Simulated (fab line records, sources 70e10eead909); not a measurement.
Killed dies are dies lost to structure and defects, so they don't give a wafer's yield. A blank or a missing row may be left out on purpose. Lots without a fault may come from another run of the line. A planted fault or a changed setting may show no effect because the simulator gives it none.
Problem report in the 8D (eight disciplines) form, filled by code | flow nand_harc | the parts of the form that need people (team, actions taken, sign-off) are left out

1. THE PROBLEM
sort_bin_3_pct at NHARC_END_SORT_01 reads a mean of 2.56 % on 3 wafers of 3 lots; wafers without a fault read 0.26 % with a standard deviation of 0.22. That is +10 standard deviations from the usual mean.
First seen on wafer L912.4, day 22 02:27, on prober-01. The record holds 13 wafers of 5 lots with a number at this step. Rule for "out", or "out of limits": more than 4 standard deviations from the usual mean. The other wafers with a number count as sound.

2. WHAT IT IS AND WHAT IT IS NOT
question                    | is                                                                                                              | is not
which readings at this step | sort_bin_3_pct, defect_limited_yield, killed_at_array, killed_dies, sort_bin_2_pct, sort_n_pass, sort_yield_pct | killed_at_other, killed_at_periphery, killed_open, killed_short, sort_rim_yield_pct
which lots                  | L909, L910, L912                                                                                                | L904, L908
which wafers of those lots  | L909.1, L910.1, L912.4                                                                                          | L909.4, L909.6, L910.2, L910.4, L912.2, L912.5
read on which gauges        | prober-01, prober-02                                                                                            | -
when                        | from day 22 02:27                                                                                               | up to then (5 sound wafers); but 5 sound wafers of L909, L910, L912 came after

3. SUSPECTS, AND WHAT RULES EACH OUT
Counting: a tool at a process step up to the reading stays a suspect if it ran every lot that is out. Sound lots after the first of them don't rule it out here, since some wafers of a struck lot are sound.
- the gauge at NHARC_END_SORT_01: ruled out. The wafers that are out were read on 2 gauges (prober-01, prober-02).
- rie_diel-09 at NHARC_A_M1_ETCH_15 (etches the open film in C4F8/Ar, target depth 182.5 nm, time 91.2 s): kept. It ran every lot that is out, first L910 (day 20 10:08); its last sound lot up to then is L908 (day 20 03:53).
- Within rie_diel-09 at NHARC_A_M1_ETCH_15: the wafers that are out ran in chamber 0; their sound lot-mates ran in chambers 1, 2, 3.
Left after counting: rie_diel-09 at NHARC_A_M1_ETCH_15.

4. THE CAUSE (what the simulator had put in)
Chamber particle source: rie_diel-09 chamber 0, from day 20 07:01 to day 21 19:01, at NHARC_A_M1_ETCH_15. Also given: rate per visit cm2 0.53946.
Counting left only this tool.

5. THE CHAIN OF EFFECTS, in route order
Each row: a reading whose mean over the struck wafers that have a number lies more than 3 standard deviations from the usual. Only readings for which the record gives a usual standard deviation are gone through. hours: the time from each lot's start at the first step in this table that gives one to its start at this step, as a median over the lots. sigmas: the change in usual standard deviations.
hours | step              | reading              | usual  | on struck wafers | change | sigmas
0     | NHARC_END_SORT_01 | defect_limited_yield | 95.3 % | 84.2             | -11.1  | -6.5
0     | NHARC_END_SORT_01 | killed_at_array      | 28     | 103              | +75    | +6.3
0     | NHARC_END_SORT_01 | killed_dies          | 32     | 107              | +75    | +6.2
0     | NHARC_END_SORT_01 | sort_bin_2_pct       | 1.4 %  | 6.7              | +5.3   | +8.6
0     | NHARC_END_SORT_01 | sort_bin_3_pct       | 0.26 % | 2.56             | +2.30  | +10
0     | NHARC_END_SORT_01 | sort_bin_4_pct       | 3.0 %  | 6.6              | +3.6   | +3.0
0     | NHARC_END_SORT_01 | sort_n_pass          | 645    | 570              | -75    | -6.2
0     | NHARC_END_SORT_01 | sort_yield_pct       | 95.3 % | 84.2             | -11.1  | -6.5

6. WHAT WOULD HAVE CAUGHT IT SOONER
In this record the first reading out of limits at a measuring or inspecting step was taken at day 22 02:27, 43 hours after the fault began at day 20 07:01.
Of the tool readings at NHARC_A_M1_ETCH_15 for which the record gives a usual standard deviation, none was out on any struck wafer, so an alarm limit of 4 standard deviations on them would not have fired.
All the lots that are out (3) had begun NHARC_A_M1_ETCH_15 on rie_diel-09 by day 22 02:27. A hold on the tool at that time would have spared none of them.
